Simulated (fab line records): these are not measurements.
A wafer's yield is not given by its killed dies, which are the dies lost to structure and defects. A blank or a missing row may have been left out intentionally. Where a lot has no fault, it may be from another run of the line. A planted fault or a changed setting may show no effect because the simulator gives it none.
fab line records ; flow n5_finfet
record lots=7; wafers=21
route steps=1938 shown BEOL_M11@1579 BEOL_M12@1623 BEOL_M13@1665 BEOL_M14@1753 BEOL_M15@1800
start_h: start of the lot's first displayed wafer, in hours after the record's first day ; wait_h: hours since the lot's step before ; " same as the row above ; L1.1+2: one row covering several wafers at once ; - no value, or no start given ; * or withheld: withheld ; < > ~ a bound
route shown NAME@n: names a module that has steps shown in the file, with the first one's number in the route ; usual: mean and standard deviation over wafers with no fault ; same: alike in all rows ; chamber/n: place in a boat ; sites: per-site readings ; _std_site: the values' standard deviation ; _edge_site: mean of outer sites minus mean of inner sites ; radius_mm: for every site, how far away it sits from the centre of the wafer ; mask NAME#n: copy n ; behind: tool/chamber where the wafer was last shaped ; hold: cause of the lot's hold/its duration in hours/its outcome ; device: the transistor (n, p or np) that didn't switch ; end of line: the route-end tests of the same wafers ; a step given without rows: its recipe and nothing more ; killed: dies that structure and defects cost at the first sort, which is not the same as the wafer's yield ; map: the dies of a wafer, with x for killed, . for not killed, _ for no die there
set.NAME: the setting that was run; set.NAME@STEP: the one run at that earlier step ; model.NAME: the simulator's own value behind a step, which no gauge read
lots where settings were altered on purpose, with a table for each step and a row for each wafer
## steps
# step N5_BEOL_M11_ETCH_41
# recipe chemistry=CH3F/O2; target=SiCN; target_depth_a=426; taper_deg=2; time_s=86; ion_energy_ev=120; mask_material=TiN; pressure_mtorr=30; source_w=395; bias_w=75; Ar_flow_sccm=150; CH3F_flow_sccm=30; O2_flow_sccm=20
lot.wafer;tool;chamber;start_h;wait_h;set.time_s;model.etch.depth_nm
L083.1;rie_diel-05;0;-;-;101.2;37.26
L083.3;rie_diel-05;2;-;-;101.2;37.89
L083.5;rie_diel-05;0;-;-;101.2;37.43
L080.2;rie_diel-05;1;-;-;79.01;28.82
L080.4;rie_diel-05;3;-;-;86;33.15
L080.5;rie_diel-05;0;-;-;79.01;28.96
L079.1;rie_diel-06;0;-;-;86;32.54
L079.3;rie_diel-06;1;-;-;103.1;39.89
L079.4;rie_diel-06;2;-;-;86;33.09
L082.1;rie_diel-05;0;-;-;105.2;38.93
L082.5;rie_diel-05;0;-;-;86;31.64
L082.6;rie_diel-05;3;-;-;86;33.19
L094.3;rie_diel-05;1;-;-;86;31.45
L094.4;rie_diel-05;2;-;-;86;31.81
L094.6;rie_diel-05;0;-;-;86;31.78
L092.2;rie_diel-01;3;-;-;86;32.42
L092.4;rie_diel-01;1;-;-;68.85;25.36
L092.5;rie_diel-01;2;-;-;86;33.93
L096.1;rie_diel-05;3;-;-;86;33.08
L096.4;rie_diel-05;3;-;-;86;33.16
L096.6;rie_diel-05;2;-;-;86;31.76
# step N5_BEOL_M11_STRIP_77
# recipe chemistry=N2/H2; time_s=10; power_w=450; temp_c=40; pressure_mtorr=20; rf_frequency_hz=6e+07; bias_power_w=7; n2_flow_sccm=200; h2_flow_sccm=200
# step N5_BEOL_M11_OCD_MEAS_38
# usual trench_depth_nm=147/3.5
lot.wafer;tool;chamber;start_h;wait_h;set.time_s@BEOL_M11_TRENCH_ETCH_37;trench_depth_nm
L083.1;ocd-01;-;306.67;-;48;146
L083.3;ocd-01;-;306.67;-;38.69;119
L083.5;ocd-01;-;306.67;-;48;147
L080.2;ocd-02;-;311.76;-;58.35;174
L080.4;ocd-02;-;311.76;-;48;151
L080.5;ocd-02;-;311.76;-;58.35;176
L079.1;ocd-01;-;321.44;-;57.69;177
L079.3;ocd-01;-;321.44;-;57.69;181
L079.4;ocd-01;-;321.44;-;57.69;180
L082.1;ocd-02;-;323.75;-;48;145
L082.5;ocd-02;-;323.75;-;48;145
L082.6;ocd-02;-;323.75;-;48;151
L094.3;ocd-01;-;387.75;-;39.43;118
L094.4;ocd-01;-;387.75;-;48;145
L094.6;ocd-01;-;387.75;-;48;145
L092.2;ocd-02;-;387.88;-;48;149
L092.4;ocd-02;-;387.88;-;37.87;115
L092.5;ocd-02;-;387.88;-;37.87;123
L096.1;ocd-01;-;411.07;-;48;149
L096.4;ocd-01;-;411.07;-;48;152
L096.6;ocd-01;-;411.07;-;48;145
# step N5_BEOL_M11_HM_STRIP_39
# recipe chemistry=peroxide_tin_strip; material=TiN; target_depth_a=250; temp_c=50; time_s=158
# step N5_BEOL_M11_SRD_40
# recipe time_s=30; temp_c=23; rinse_liquid=diw; dry=ipa_marangoni
# step N5_BEOL_M11_ECD_50
# recipe material=Cu; target_thk_a=3180
# step N5_BEOL_M11_ANNEAL_51
# recipe temp_c=225; time_s=90; ambient=N2
# step N5_BEOL_M11_CMP_52
# recipe stop_on=SiCOH_lowk; t_overpolish_s=7; down_force_psi=1; platen_rpm=50; clearing_platen_down_force_psi=1.5; clearing_platen_rpm=50; post_cmp_clean=cu_alkaline; target_thk_nm=140; clearing_platen_pad_velocity_m_s=0.99484; pad_velocity_m_s=0.99484
lot.wafer;tool;chamber;start_h;wait_h;set.time_s@BEOL_M11_TRENCH_ETCH_37;model.Cu_of_BEOL_M11_ECD_50.thk_nm
L083.1;cmp-01;2;308.87;0.3;48;136.6
L083.3;cmp-01;1;308.87;0.3;38.69;111.4
L083.5;cmp-01;2;308.87;0.3;48;138.2
L080.2;cmp-01;3;313.77;0.2;58.35;164.4
L080.4;cmp-01;2;313.77;0.2;48;142.8
L080.5;cmp-01;3;313.77;0.2;58.35;165.8
L079.4;cmp-03;0;324.15;0.2;57.69;169.8
L079.3;cmp-03;1;324.15;0.2;57.69;171.8
L079.1;cmp-03;2;324.15;0.2;57.69;168
L082.1;cmp-04;2;326.89;0.3;48;135.4
L082.6;cmp-04;1;326.89;0.3;48;143.4
L082.5;cmp-04;2;326.89;0.3;48;134
L094.4;cmp-03;2;390.88;0.1;48;135.4
L094.3;cmp-03;3;390.88;0.1;39.43;107.6
L094.6;cmp-03;3;390.88;0.1;48;134.4
L092.4;cmp-01;2;391.01;0.2;37.87;106
L092.2;cmp-01;0;391.01;0.2;48;141.4
L092.5;cmp-01;2;391.01;0.2;37.87;113.8
L096.4;cmp-03;3;413.36;0.2;48;142.4
L096.1;cmp-03;0;413.36;0.2;48;139.4
L096.6;cmp-03;3;413.36;0.2;48;135.4
# step N5_BEOL_M11_THK_MEAS_53
# recipe thk_meas_gauge=xrf; reads=Cu_of_BEOL_M11_ECD_50
# usual M11_THK=136/3.8
lot.wafer;tool;chamber;start_h;wait_h;set.time_s@BEOL_M11_TRENCH_ETCH_37;M11_THK[nm]
L083.1;film_metro-01;-;309.16;-;48;133
L083.3;film_metro-01;-;309.16;-;38.69;108
L083.5;film_metro-01;-;309.16;-;48;134
L080.2;film_metro-01;-;314.06;-;58.35;162
L080.4;film_metro-01;-;314.06;-;48;141
L080.5;film_metro-01;-;314.06;-;58.35;164
L079.1;film_metro-02;-;324.40;-;57.69;168
L079.3;film_metro-02;-;324.40;-;57.69;172
L079.4;film_metro-02;-;324.40;-;57.69;171
L082.1;film_metro-01;-;327.14;-;48;134
L082.5;film_metro-01;-;327.14;-;48;133
L082.6;film_metro-01;-;327.14;-;48;142
L094.3;film_metro-01;-;391.17;-;39.43;106
L094.4;film_metro-01;-;391.17;-;48;132
L094.6;film_metro-01;-;391.17;-;48;132
L092.2;film_metro-02;-;391.27;-;48;140
L092.4;film_metro-02;-;391.27;-;37.87;105
L092.5;film_metro-02;-;391.27;-;37.87;113
L096.1;film_metro-01;-;413.65;-;48;138
L096.4;film_metro-01;-;413.65;-;48;141
L096.6;film_metro-01;-;413.65;-;48;133
# step N5_BEOL_M11_PRE_CLEAN_55
# recipe gas=NH3; time_s=15; temp_c=withheld; rf_power_w=300
# step N5_BEOL_M11_DEP_56
# recipe material=SiCN; target_thk_a=300; temp_c=withheld; precursor=3MS/NH3; pressure_torr=3; rf_w=675; time_s=10.5
# step N5_BEOL_M11_RS_MEAS_57
# recipe thk_meas_gauge=four-point-probe; reads=Cu_of_BEOL_M11_ECD_50+Co_of_BEOL_M11_CVD_75+TaN_of_BEOL_M11_ALD_74
# usual M11_RS=0.153/0.0044
lot.wafer;tool;chamber;start_h;wait_h;set.time_s@BEOL_M11_TRENCH_ETCH_37;M11_RS[ohm/sq]
L083.1;film_metro-02;-;309.32;0.1;48;0.155
L083.3;film_metro-02;-;309.32;0.1;38.69;0.194
L083.5;film_metro-02;-;309.32;0.1;48;0.153
L080.2;film_metro-01;-;314.19;0.0;58.35;0.127
L080.4;film_metro-01;-;314.19;0.0;48;0.148
L080.5;film_metro-01;-;314.19;0.0;58.35;0.125
L079.1;film_metro-02;-;324.53;0.1;57.69;0.123
L079.3;film_metro-02;-;324.53;0.1;57.69;0.121
L079.4;film_metro-02;-;324.53;0.1;57.69;0.122
L082.1;film_metro-01;-;327.27;0.0;48;0.157
L082.5;film_metro-01;-;327.27;0.0;48;0.159
L082.6;film_metro-01;-;327.27;0.0;48;0.147
L094.3;film_metro-01;-;391.30;0.0;39.43;0.202
L094.4;film_metro-01;-;391.30;0.0;48;0.157
L094.6;film_metro-01;-;391.30;0.0;48;0.158
L092.2;film_metro-02;-;391.39;0.0;48;0.149
L092.4;film_metro-02;-;391.39;0.0;37.87;0.206
L092.5;film_metro-02;-;391.39;0.0;37.87;0.190
L096.1;film_metro-01;-;413.78;0.0;48;0.151
L096.4;film_metro-01;-;413.78;0.0;48;0.148
L096.6;film_metro-01;-;413.78;0.0;48;0.156
# step N5_BEOL_M12_COAT_65
# recipe resist=SOC; temp_c=250; time_s=60; spin_rpm=1500; resist_thk_nm=300
lot.wafer;tool;chamber;start_h;wait_h;set.spin_rpm;model.SOC_of_BEOL_M12_COAT_65.thk_nm
L083.1+5;litho_track-03;0;310.48;0.0;1500;299.4
L083.3;litho_track-03;0;310.48;0.0;1500;300.4
L080.2+4;litho_track-01;0;315.43;0.0;1500;300.6
L080.5;litho_track-01;0;315.43;0.0;1500;301.8
L079.1+4;litho_track-03;0;325.81;0.0;1618;288.2
L079.3;litho_track-03;0;325.81;0.0;1500;299.6
L082.1;litho_track-03;0;328.47;0.0;1500;299.6
L082.5;litho_track-03;0;328.47;0.0;1500;300
L082.6;litho_track-03;0;328.47;0.0;1384;312
L094.3;litho_track-03;0;392.56;0.0;1448;304.8
L094.4;litho_track-03;0;392.56;0.0;1448;304.6
L094.6;litho_track-03;0;392.56;0.0;1500;299.2
L092.2;litho_track-03;0;392.82;0.0;1500;298.8
L092.4;litho_track-03;0;392.82;0.0;1500;299.4
L092.5;litho_track-03;0;392.82;0.0;1500;299.6
L096.1;litho_track-03;0;415.00;0.0;1500;301.2
L096.4;litho_track-03;0;415.00;0.0;1500;301.4
L096.6;litho_track-03;0;415.00;0.0;1500;301.8
# step N5_BEOL_M13_EXPOSE_07
# recipe mask_id=V12; na=0.93; source_shape=conventional; sigma_outer=0.6; polarization=unpolarized; attpsm_phase_deg=180; dose_mj=24.8
lot.wafer;tool;chamber;start_h;wait_h;mask;set.dose_mj
L083.1;krf_scanner-01;0;314.78;-;V12#0;24.8
L083.3+5;krf_scanner-01;0;314.78;-;V12#0;26.15
L080.2;krf_scanner-02;0;320.78;-;V12#0;24.8
L080.4+5;krf_scanner-02;0;320.78;-;V12#0;26.4
L079.1+3+4;krf_scanner-02;0;330.53;-;V12#0;24.8
L082.1+5+6;krf_scanner-01;0;337.38;-;V12#0;24.8
L094.3;krf_scanner-01;0;398.71;-;V12#0;26.64
L094.4+6;krf_scanner-01;0;398.71;-;V12#0;24.8
L092.2+4;krf_scanner-02;0;398.95;-;V12#0;25.31
L092.5;krf_scanner-02;0;398.95;-;V12#0;24.8
L096.1+4+6;krf_scanner-01;0;419.20;-;V12#0;24.8
# step N5_BEOL_M13_PEB_08
# recipe peb_temp_c=130; peb_time_s=90
# step N5_BEOL_M13_DEVELOP_09
# recipe develop_time_s=45; rinse_liquid=diw; dry=air_spin; dev_temp_c=21
# step N5_BEOL_M13_HARDBAKE_14
# recipe temp_c=130; time_s=120
# step N5_BEOL_M13_CD_MEAS_10
# recipe target_cd_nm=190; landing_energy_ev=500; detector=se_inlens; polarity=opening
# usual cd_nm=189.8/1.7
lot.wafer;tool;chamber;start_h;wait_h;set.dose_mj@BEOL_M13_EXPOSE_07;cd_nm
L083.1;cd_sem-01;0;314.96;-;24.8;192.2
L083.3;cd_sem-01;0;314.96;-;26.15;196.4
L083.5;cd_sem-01;0;314.96;-;26.15;194.7
L080.2;cd_sem-01;0;320.95;-;24.8;189.5
L080.4;cd_sem-01;0;320.95;-;26.4;196.4
L080.5;cd_sem-01;0;320.95;-;26.4;198.4
L079.1;cd_sem-02;0;330.70;-;24.8;187.9
L079.3;cd_sem-02;0;330.70;-;24.8;189.8
L079.4;cd_sem-02;0;330.70;-;24.8;190.7
L082.1;cd_sem-02;0;337.55;-;24.8;192.3
L082.5;cd_sem-02;0;337.55;-;24.8;190.2
L082.6;cd_sem-02;0;337.55;-;24.8;190.8
L094.3;cd_sem-02;0;398.87;-;26.64;200.3
L094.4;cd_sem-02;0;398.87;-;24.8;191.2
L094.6;cd_sem-02;0;398.87;-;24.8;193.7
L092.2;cd_sem-02;0;399.11;-;25.31;190.7
L092.4;cd_sem-02;0;399.11;-;25.31;192.1
L092.5;cd_sem-02;0;399.11;-;24.8;190.7
L096.1;cd_sem-02;0;419.37;-;24.8;190.3
L096.4;cd_sem-02;0;419.37;-;24.8;192.8
L096.6;cd_sem-02;0;419.37;-;24.8;190.3
# step N5_BEOL_M13_ETCH_59
# recipe chemistry=N2/H2; target=BARC; target_depth_a=890; overetch_a=267; time_s=67.9; ion_energy_ev=200; pressure_mtorr=30; source_w=840; bias_w=150; n2_flow_sccm=200; h2_flow_sccm=200
lot.wafer;tool;chamber;start_h;wait_h;set.time_s;model.coat_of_BEOL_M13_COAT_04.thk_nm
L083.1;rie_diel-06;0;315.08;0.0;62.05;324.4
L083.3;rie_diel-06;3;315.08;0.0;67.9;319.2
L083.5;rie_diel-06;3;315.08;0.0;62.05;325
L080.2;rie_diel-01;1;321.16;0.0;57.36;327
L080.4;rie_diel-01;3;321.16;0.0;67.9;313.6
L080.5;rie_diel-01;1;321.16;0.0;67.9;317.8
L079.1;rie_diel-06;1;330.85;0.0;67.9;315.2
L079.3;rie_diel-06;3;330.85;0.0;63.24;323.2
L079.4;rie_diel-06;0;330.85;0.0;67.9;317.8
L082.1;rie_diel-01;0;337.68;0.0;67.9;319
L082.5;rie_diel-01;0;337.68;0.0;76.41;311.8
L082.6;rie_diel-01;3;337.68;0.0;76.41;308.6
L094.3;rie_diel-05;2;398.99;0.0;72.79;314.4
L094.4;rie_diel-05;1;398.99;0.0;67.9;316.8
L094.6;rie_diel-05;2;398.99;0.0;72.79;313.8
L092.2;rie_diel-01;2;399.24;0.0;67.9;313.8
L092.4;rie_diel-01;1;399.24;0.0;60.67;325.4
L092.5;rie_diel-01;1;399.24;0.0;60.67;326
L096.1;rie_diel-01;0;419.50;0.0;67.9;318
L096.4;rie_diel-01;2;419.50;0.0;67.9;315
L096.6;rie_diel-01;3;419.50;0.0;67.9;315.8
# step N5_BEOL_M13_VIA_ETCH_16
# recipe chemistry=C4F8/O2/Ar; target=SiOC; pressure_mtorr=30; source_w=3000; bias_w=700; Ar_flow_sccm=400; C4F8_flow_sccm=15; O2_flow_sccm=8; he_inner_torr=15; he_outer_torr=30; target_depth_a=9217; time_s=withheld; ion_energy_ev=250; ends=cleared
lot.wafer;tool;chamber;start_h;wait_h;set.time_s@BEOL_M13_ETCH_59;model.coat_of_BEOL_M13_COAT_04.thk_nm
L083.1;rie_diel-06;0;315.13;0.0;*;77.8
L083.3;rie_diel-06;3;315.13;0.0;*;69
L083.5;rie_diel-06;3;315.13;0.0;*;79.2
L080.2;rie_diel-01;1;321.21;0.0;*;79.4
L080.4;rie_diel-01;3;321.21;0.0;*;60.8
L080.5;rie_diel-01;1;321.21;0.0;*;69.2
L079.1;rie_diel-06;1;330.90;0.0;*;72.8
L079.3;rie_diel-06;3;330.90;0.0;*;76.8
L079.4;rie_diel-06;0;330.90;0.0;*;69.6
L082.1;rie_diel-01;0;337.73;0.0;*;70.8
L082.5;rie_diel-01;0;337.73;0.0;*;59.8
L082.6;rie_diel-01;3;337.73;0.0;*;51.2
L094.3;rie_diel-05;2;399.05;0.0;*;58
L094.4;rie_diel-05;1;399.05;0.0;*;64
L094.6;rie_diel-05;2;399.05;0.0;*;63.2
L092.2;rie_diel-01;2;399.29;0.0;*;63.8
L092.4;rie_diel-01;1;399.29;0.0;*;72.6
L092.5;rie_diel-01;1;399.29;0.0;*;74.8
L096.1;rie_diel-01;0;419.55;0.0;*;69.2
L096.4;rie_diel-01;2;419.55;0.0;*;62
L096.6;rie_diel-01;3;419.55;0.0;*;64.6
# step N5_BEOL_M13_STRIP_63
# recipe chemistry=N2/H2; power_w=1000; temp_c=250; h2_frac=0.65; overash_fraction=0.3; pressure_mtorr=1000; n2_flow_sccm=1750; h2_flow_sccm=3250
# usual strip_time_to_endpoint_s=27.2/1.1
lot.wafer;tool;chamber;start_h;wait_h;set.time_s@BEOL_M13_ETCH_59;strip_time_to_endpoint_s
L083.1;plasma_asher-02;1;315.37;-;62.05;29.9
L083.3;plasma_asher-02;0;315.37;-;67.9;27.4
L083.5;plasma_asher-02;1;315.37;-;62.05;30.4
L080.2;plasma_asher-02;0;321.45;-;57.36;30.4
L080.4;plasma_asher-02;1;321.45;-;67.9;24.9
L080.5;plasma_asher-02;0;321.45;-;67.9;27.4
L079.1;plasma_asher-02;0;331.20;-;67.9;28.5
L079.3;plasma_asher-02;0;331.20;-;63.24;29.6
L079.4;plasma_asher-02;1;331.20;-;67.9;27.6
L082.1;plasma_asher-01;1;337.97;-;67.9;27.9
L082.5;plasma_asher-01;0;337.97;-;76.41;24.6
L082.6;plasma_asher-01;1;337.97;-;76.41;22.0
L094.3;plasma_asher-02;0;399.30;-;72.79;24.1
L094.4;plasma_asher-02;1;399.30;-;67.9;25.9
L094.6;plasma_asher-02;0;399.30;-;72.79;25.6
L092.2;plasma_asher-01;1;399.53;-;67.9;25.8
L092.4;plasma_asher-01;0;399.53;-;60.67;28.4
L092.5;plasma_asher-01;1;399.53;-;60.67;29.1
L096.1;plasma_asher-01;1;419.79;-;67.9;27.4
L096.4;plasma_asher-01;0;419.79;-;67.9;25.3
L096.6;plasma_asher-01;1;419.79;-;67.9;26.0
# step N5_BEOL_M13_STRIP_64
# recipe chemistry=N2/H2; power_w=1000; temp_c=250; h2_frac=0.65; overash_fraction=0.3; pressure_mtorr=withheld; n2_flow_sccm=1750; h2_flow_sccm=3250
# step N5_BEOL_M13_STRIP_71
# recipe chemistry=post_etch_residue_remover; time_s=60; temp_c=25; remover_ph=withheld; remover_water_wt_pct=withheld; remover_fluoride_wt_pct=withheld
# step N5_BEOL_M13_SRD_72
# recipe time_s=30; temp_c=23; rinse_liquid=diw; dry=n2_spin; spin_rpm=1500; dry_time_s=30
# step N5_BEOL_M13_CD_MEAS_17
# recipe target_cd_nm=190; polarity=opening
# usual cd_nm=190.5/2
lot.wafer;tool;chamber;start_h;wait_h;set.dose_mj@BEOL_M13_EXPOSE_07;cd_nm
L083.1;cd_sem-01;-;315.62;0.0;24.8;190.0
L083.3;cd_sem-01;-;315.62;0.0;26.15;197.0
L083.5;cd_sem-01;-;315.62;0.0;26.15;195.4
L080.2;cd_sem-01;-;321.65;0.0;24.8;186.1
L080.4;cd_sem-01;-;321.65;0.0;26.4;197.0
L080.5;cd_sem-01;-;321.65;0.0;26.4;197.9
L079.1;cd_sem-02;-;331.41;0.0;24.8;187.9
L079.3;cd_sem-02;-;331.41;0.0;24.8;190.2
L079.4;cd_sem-02;-;331.41;0.0;24.8;188.5
L082.1;cd_sem-02;-;338.17;0.0;24.8;193.6
L082.5;cd_sem-02;-;338.17;0.0;24.8;192.0
L082.6;cd_sem-02;-;338.17;0.0;24.8;193.2
L094.3;cd_sem-01;-;399.49;0.0;26.64;203.5
L094.4;cd_sem-01;-;399.49;0.0;24.8;193.3
L094.6;cd_sem-01;-;399.49;0.0;24.8;197.8
L092.2;cd_sem-03;-;399.74;0.0;25.31;191.2
L092.4;cd_sem-03;-;399.74;0.0;25.31;190.9
L092.5;cd_sem-03;-;399.74;0.0;24.8;190.6
L096.1;cd_sem-03;-;419.99;0.0;24.8;190.7
L096.4;cd_sem-03;-;419.99;0.0;24.8;192.4
L096.6;cd_sem-03;-;419.99;0.0;24.8;190.7
# step N5_BEOL_M14_TRENCH_ETCH_34
# recipe chemistry=C4F8/O2/Ar; target=SiO2; target_depth_a=5566.5; mask_material=SOC; he_inner_torr=15; he_outer_torr=30; time_s=126.9; ion_energy_ev=800; pressure_mtorr=20; source_w=1905; bias_w=2040; Ar_flow_sccm=400; C4F8_flow_sccm=16; O2_flow_sccm=12
# usual rf_vpp_V=2228/52
lot.wafer;tool;chamber;start_h;wait_h;set.bias_w;rf_vpp_V
L083.1;rie_diel-03;1;322.23;0.0;2040;2193
L083.3;rie_diel-03;2;322.23;0.0;2040;2229
L083.5;rie_diel-03;2;322.23;0.0;2040;2227
L080.2;rie_diel-04;2;327.01;0.0;1799;2024
L080.4;rie_diel-04;3;327.01;0.0;1799;2108
L080.5;rie_diel-04;2;327.01;0.0;2040;2212
L079.1;rie_diel-04;1;340.33;0.0;2356;2452
L079.3;rie_diel-04;0;340.33;0.0;2040;2161
L079.4;rie_diel-04;3;340.33;0.0;2356;2538
L082.1;rie_diel-02;1;346.77;0.0;2040;2230
L082.5;rie_diel-02;1;346.77;0.0;2365;2469
L082.6;rie_diel-02;0;346.77;0.0;2365;2407
L094.3;rie_diel-04;2;405.93;0.0;2040;2211
L094.4;rie_diel-04;2;405.93;0.0;2040;2211
L094.6;rie_diel-04;3;405.93;0.0;2040;2299
L092.2;rie_diel-04;3;406.88;0.0;2040;2301
L092.4;rie_diel-04;1;406.88;0.0;2265;2385
L092.5;rie_diel-04;0;406.88;0.0;2040;2161
L096.1;rie_diel-04;2;426.49;0.0;2040;2211
L096.4;rie_diel-04;1;426.49;0.0;2040;2218
L096.6;rie_diel-04;0;426.49;0.0;2040;2161
# step N5_BEOL_M15_EXPOSE_25
# recipe mask_id=M15; na=0.8; source_shape=annular; sigma_inner=0.5; sigma_outer=0.8; polarization=unpolarized; target_cd_nm=400; dose_mj=35.5
lot.wafer;tool;chamber;start_h;wait_h;mask;set.dose_mj
L083.1+3+5;krf_scanner-01;0;326.44;-;M15#0;37.55
L080.2+5;krf_scanner-01;0;334.39;-;M15#0;37.69
L080.4;krf_scanner-01;0;334.39;-;M15#0;35.5
L079.1+3+4;krf_scanner-02;0;344.82;-;M15#0;35.5
L082.1+6;krf_scanner-01;0;351.98;-;M15#0;35.5
L082.5;krf_scanner-01;0;351.98;-;M15#0;33.26
L094.3+6;krf_scanner-02;0;410.21;-;M15#0;34.55
L094.4;krf_scanner-02;0;410.21;-;M15#0;35.5
L092.2+5;krf_scanner-02;0;411.11;-;M15#0;37.94
L092.4;krf_scanner-02;0;411.11;-;M15#0;35.5
L096.1+4+6;krf_scanner-01;0;435.95;-;M15#0;35.5
# step N5_BEOL_M15_PEB_26
# recipe peb_temp_c=130; peb_time_s=90
# step N5_BEOL_M15_DEVELOP_27
# recipe develop_time_s=45; rinse_liquid=diw; dry=air_spin; dev_temp_c=21
# step N5_BEOL_M15_HARDBAKE_32
# recipe temp_c=130; time_s=120
# step N5_BEOL_M15_CD_MEAS_28
# recipe target_cd_nm=407.6; landing_energy_ev=500; detector=se_inlens
# usual cd_nm=408.5/2.4
lot.wafer;tool;chamber;start_h;wait_h;set.dose_mj@BEOL_M15_EXPOSE_25;cd_nm
L083.1;cd_sem-02;0;326.62;-;37.55;417.3
L083.3;cd_sem-02;0;326.62;-;37.55;416.6
L083.5;cd_sem-02;0;326.62;-;37.55;416.8
L080.2;cd_sem-01;0;334.56;-;37.69;419.1
L080.4;cd_sem-01;0;334.56;-;35.5;409.3
L080.5;cd_sem-01;0;334.56;-;37.69;420.0
L079.1;cd_sem-01;0;344.99;-;35.5;410.9
L079.3;cd_sem-01;0;344.99;-;35.5;408.8
L079.4;cd_sem-01;0;344.99;-;35.5;409.0
L082.1;cd_sem-02;0;352.15;-;35.5;405.7
L082.5;cd_sem-02;0;352.15;-;33.26;398.6
L082.6;cd_sem-02;0;352.15;-;35.5;405.8
L094.3;cd_sem-02;0;410.37;-;34.55;406.3
L094.4;cd_sem-02;0;410.37;-;35.5;409.4
L094.6;cd_sem-02;0;410.37;-;34.55;405.5
L092.2;cd_sem-01;0;411.28;-;37.94;419.6
L092.4;cd_sem-01;0;411.28;-;35.5;408.5
L092.5;cd_sem-01;0;411.28;-;37.94;418.7
L096.1;cd_sem-01;0;436.12;-;35.5;409.8
L096.4;cd_sem-01;0;436.12;-;35.5;413.5
L096.6;cd_sem-01;0;436.12;-;35.5;410.2
# step N5_BEOL_M15_DESCUM_33
# recipe chemistry=O2; time_s=7.9; source_power_w=50; bias_power_w=20; pressure_mtorr=20; rf_frequency_hz=2.712e+07; temp_c=40; o2_flow_sccm=225
lot.wafer;tool;chamber;start_h;wait_h;set.dose_mj@BEOL_M15_EXPOSE_25;model.BEOL_M15.cd_nm
L083.1;rie_diel-05;0;326.72;0.0;37.55;417.8
L083.3;rie_diel-05;3;326.72;0.0;37.55;416.6
L083.5;rie_diel-05;3;326.72;0.0;37.55;416.8
L080.2;rie_diel-01;1;334.65;0.0;37.69;419.8
L080.4;rie_diel-01;0;334.65;0.0;35.5;409.6
L080.5;rie_diel-01;1;334.65;0.0;37.69;420.2
L079.1;rie_diel-06;0;345.08;0.0;35.5;411.2
L079.3;rie_diel-06;2;345.08;0.0;35.5;408.4
L079.4;rie_diel-06;0;345.08;0.0;35.5;409
L082.1;rie_diel-06;2;352.27;0.1;35.5;405.6
L082.5;rie_diel-06;3;352.27;0.1;33.26;398.6
L082.6;rie_diel-06;2;352.27;0.1;35.5;405.8
L094.3;rie_diel-01;1;411.47;1.0;34.55;406.2
L094.4;rie_diel-01;0;411.47;1.0;35.5;409.6
L094.6;rie_diel-01;0;411.47;1.0;34.55;405.8
L092.2;rie_diel-01;0;411.71;0.4;37.94;420
L092.4;rie_diel-01;2;411.71;0.4;35.5;408.4
L092.5;rie_diel-01;0;411.71;0.4;37.94;419.2
L096.1;rie_diel-01;3;436.21;0.0;35.5;409.4
L096.4;rie_diel-01;0;436.21;0.0;35.5;413.4
L096.6;rie_diel-01;2;436.21;0.0;35.5;410
## key
split step=N5_BEOL_M11_ETCH_41; setting=time_s; stated=86; by=wafer
response step=N5_BEOL_M11_ETCH_41; reading=model.etch.depth_nm; change=+0.351; per=1%; r=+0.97
split step=N5_BEOL_M12_COAT_65; setting=spin_rpm; stated=1500; by=wafer
response step=N5_BEOL_M12_COAT_65; reading=model.SOC_of_BEOL_M12_COAT_65.thk_nm; change=-1.52; per=1%; r=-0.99
split step=N5_BEOL_M13_EXPOSE_07; setting=dose_mj; stated=24.8; by=wafer
response step=N5_BEOL_M13_CD_MEAS_10; reading=cd_nm; change=+0.986; per=1%; r=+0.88
response step=N5_BEOL_M13_CD_MEAS_17; reading=cd_nm; change=+1.28; per=1%; r=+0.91
split step=N5_BEOL_M13_ETCH_59; setting=time_s; stated=67.9; by=wafer
response step=N5_BEOL_M13_ETCH_59; reading=model.coat_of_BEOL_M13_COAT_04.thk_nm; change=-0.767; per=1%; r=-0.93
response step=N5_BEOL_M13_VIA_ETCH_16; reading=model.coat_of_BEOL_M13_COAT_04.thk_nm; change=-0.972; per=1%; r=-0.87
response step=N5_BEOL_M13_STRIP_63; reading=strip_time_to_endpoint_s; change=*; per=1%; r=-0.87
split step=N5_BEOL_M14_TRENCH_ETCH_34; setting=bias_w; stated=2040; by=wafer
response step=N5_BEOL_M14_TRENCH_ETCH_34; reading=rf_vpp_V; change=+15.8; per=1%; r=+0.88
split step=N5_BEOL_M15_EXPOSE_25; setting=dose_mj; stated=35.5; by=wafer
response step=N5_BEOL_M15_CD_MEAS_28; reading=cd_nm; change=+1.44; per=1%; r=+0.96
response step=N5_BEOL_M15_DESCUM_33; reading=model.BEOL_M15.cd_nm; change=+1.48; per=1%; r=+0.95
split outside_this_file step=N5_BEOL_M11_TRENCH_ETCH_37 setting=time_s
# split outside_this_file: this setting was split too, and the file shows its column; the key of that split is in another file
